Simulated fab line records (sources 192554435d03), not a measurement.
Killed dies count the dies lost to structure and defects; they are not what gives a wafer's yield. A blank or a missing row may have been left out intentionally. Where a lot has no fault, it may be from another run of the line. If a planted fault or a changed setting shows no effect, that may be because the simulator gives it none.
Chamber matching    flow n5 finfet    uv cure-01 running N5_BEOL_M6_CURE_74: 3 sister chambers
The step cures SiCOH lowk, time 240 s. 3 wafers are shown with their chamber, then 10 later ones without.

WAFERS, EACH WITH ITS CHAMBER
wafer   chamber  wafer_temp_C_max
L084.6  0        385.6
L086.3  1        386.9
L089.4  2        387.8

WAFERS WHOSE CHAMBER IS MISSING
wafer   wafer_temp_C_max
L089.6  387.3
L091.2  387.2
L091.4  388.1
L091.5  387.2
L094.3  387.4
L094.4  387.4
L094.5  387.0
L092.1  386.7
L092.2  386.0
L092.5  386.6

CHAMBER TAKEN BY EACH
wafer    from the rows above       in truth
L089.6   can't be placed: 1 or 2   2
L091.2   can't be placed: 1 or 2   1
L091.4   2                         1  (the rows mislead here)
L091.5   can't be placed: 1 or 2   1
L094.3   can't be placed: 2 or 1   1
L094.4   can't be placed: 2 or 1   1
L094.5   1                         1
L092.1   1                         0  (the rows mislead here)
L092.2   can't be placed: 0 or 1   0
L092.5   1                         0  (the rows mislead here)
1 of 10 placed correctly. These rows do not allow placing 6 (true chamber among the candidates in 6). Number placed wrongly: 3.
How it was worked out, from the rows above alone: a wafer's distance from a chamber is the root of the sum, over the readings, of the square of ((its reading less the chamber's mean) divided by the reading's scatter). The wafer belongs to the nearest chamber; if the next one is less than 2 further off, it can't be placed. Each chamber's mean is taken over the wafers shown for it. The scatter: with one shown wafer a chamber, the root of the mean of the squares of how far each hidden wafer lies from its nearest shown one.
